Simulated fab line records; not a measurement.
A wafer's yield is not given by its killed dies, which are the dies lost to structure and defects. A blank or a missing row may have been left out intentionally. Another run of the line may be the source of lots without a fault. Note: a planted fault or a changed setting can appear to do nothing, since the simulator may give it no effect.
A struck lot beside a sound one | flow n5 finfet | 37 out of 1938 route steps
Sound: these wafers, L360.3, L360.4, L360.5. Struck: wafer L366.2; the same lot's L366.4 was not struck, so it is left out; see the end for the cause.
At each step with rows: each side's tool, then ch and its chambers, then its first start. Under that, the readings that differ: sound wafers | struck wafers | difference of the means | sigmas: that difference in standard deviations of wafers without a fault.
alike: a reading whose means differ by less than 2 such deviations, as well as words and numbers matching on both sides. not compared: withheld readings; readings where some wafer has no value; bounds like >300 that might hide an equal value; numbers whose values overlap and for which the record gives no deviation.
The two part at a step that has a row with sigmas, a row that says differs or no value, or rows on one side only. Non-overlapping numbers with no deviation appear without sigmas and do not part them. Lack of a reading on every wafer of one side parts them only where that side has two or more wafers.

first, 9 steps without rows for these wafers: N5_SDB_CMP_30 (polishes, stops on poly-Si, t overpolish 1.54 s, target thk 30 nm); N5_DUMMY_REMOVAL_HM_STRIP_01 (strips SiNx in CH3F/O2, stops on poly-Si, target depth 4 nm, time 6.8 s); N5_DUMMY_REMOVAL_STRIP_10 (strips in N2/H2, time 40 s); N5_DUMMY_REMOVAL_PRECLEAN_07 (cleans in dHF, time 30 s); N5_DUMMY_REMOVAL_DUMMY_REMOVE_02 (chemistry TMAH, target poly-Si, stops on SiO2, target depth 142 nm, time 57 s, rinse time 30 s); N5_DUMMY_REMOVAL_PRECLEAN_08 (cleans in NF3:NH3, afs cycles 2, time 20 s, sublimation time 60 s); N5_DUMMY_REMOVAL_PRECLEAN_04 (cleans in DHF, time 37 s); N5_DUMMY_REMOVAL_SRD_05 (time 30 s); N5_HKMG_FIN_IL_REGROW_00 (material SiO2, chemistry O3, target thk 0.75 nm, time 30 s).
N5_HKMG_FIN_HK_ALD_01: deposits HfO2, target thk 1.6 nm, pulse time 3 s, purge time 3 s.
  sound on ald hk-03 ch 0,2, day 4 23:14; struck on ald hk-03 ch 3, day 6 06:29
  reading                                      | sound       | struck | difference | sigmas
  ald cycles                                   | 30 30 30    | 53     | +23        |
  model.HfO2_of_HKMG_FIN_HK_ALD_01.thk nm (nm) | 1.6 1.6 1.6 | 2.8    | +1.2       |
  alike: precursor pulse height rel
then, 26 steps without rows for these wafers: N5_HKMG_FIN_HK_ANNEAL_02 (time 30 s); N5_HKMG_FIN_ALD_74 (deposits La2O3, target thk 0.5 nm, pulse time 6 s, co reactant pulse time 1 s); N5_HKMG_FIN_ALD_75 (deposits Al2O3, target thk 1 nm, co reactant pulse time 1 s); N5_HKMG_FIN_COAT_41 (time 60 s, resist thk 300 nm); N5_HKMG_FIN_COAT_42 (time 60 s, resist thk 35 nm); N5_HKMG_FIN_COAT_43 (resist thk 90 nm); N5_HKMG_FIN_EBR_45; N5_HKMG_FIN_SOFTBAKE_44 (time 60 s); N5_HKMG_FIN_EXPOSE_46 (exposes mask NDIPOLE); N5_HKMG_FIN_PEB_47 (peb time 60 s); N5_HKMG_FIN_DEVELOP_48 (develop time 30 s); N5_HKMG_FIN_DESCUM_53 (chemistry O2, time 7.9 s); N5_HKMG_FIN_ETCH_54 (etches SiARC in CF4, target depth 45.5 nm, time 75.8 s); N5_HKMG_FIN_ETCH_55 (etches SOC in N2/H2, target depth 240 nm, time 300 s); N5_HKMG_FIN_STRIP_56 (strips in N2/H2); N5_HKMG_FIN_STRIP_57 (strips in CF4); N5_HKMG_FIN_ETCH_58 (etches SOC in N2/H2, target depth 215.8 nm, time 741 s); N5_HKMG_FIN_STRIP_93 (strips SOC in N2/H2, time 20 s); N5_HKMG_FIN_WET_ETCH_76 (etches Al2O3 in dNH4OH, stops on La2O3, target depth 2.25 nm, rinse time 30 s); N5_HKMG_FIN_STRIP_60 (strips in N2/H2, time 360 s); N5_HKMG_FIN_WET_ETCH_77 (etches La2O3 in dHCl, stops on HfO2, target depth 2 nm); N5_HKMG_FIN_WET_ETCH_78 (etches Al2O3 in dNH4OH, stops on La2O3, target depth 4.5 nm, rinse time 30 s); N5_HKMG_FIN_ALD_79 (deposits TiN, target thk 1.5 nm, pulse time 1 s, purge time 3 s); N5_HKMG_FIN_CVD_62 (deposits a-Si from Si2H6, target thk 3 nm, time 20.8 s); N5_HKMG_FIN_RTA_80 (time 2 s); N5_HKMG_FIN_PRECLEAN_64 (cleans in dHF, time 30 s).
N5_HKMG_FIN_THK_MEAS_70: measures by xrf.
  struck on film metro-02, day 6 10:01; sound on film metro-02, day 5 02:36
  reading     | sound             | struck | difference | sigmas
  HK_THK (nm) | 1.554 1.607 1.577 | 2.844  | +1.265     | +57

== WHERE THEY PART ==
Only at N5_HKMG_FIN_THK_MEAS_70, as far as this record shows.

WHY: what the simulator had put in
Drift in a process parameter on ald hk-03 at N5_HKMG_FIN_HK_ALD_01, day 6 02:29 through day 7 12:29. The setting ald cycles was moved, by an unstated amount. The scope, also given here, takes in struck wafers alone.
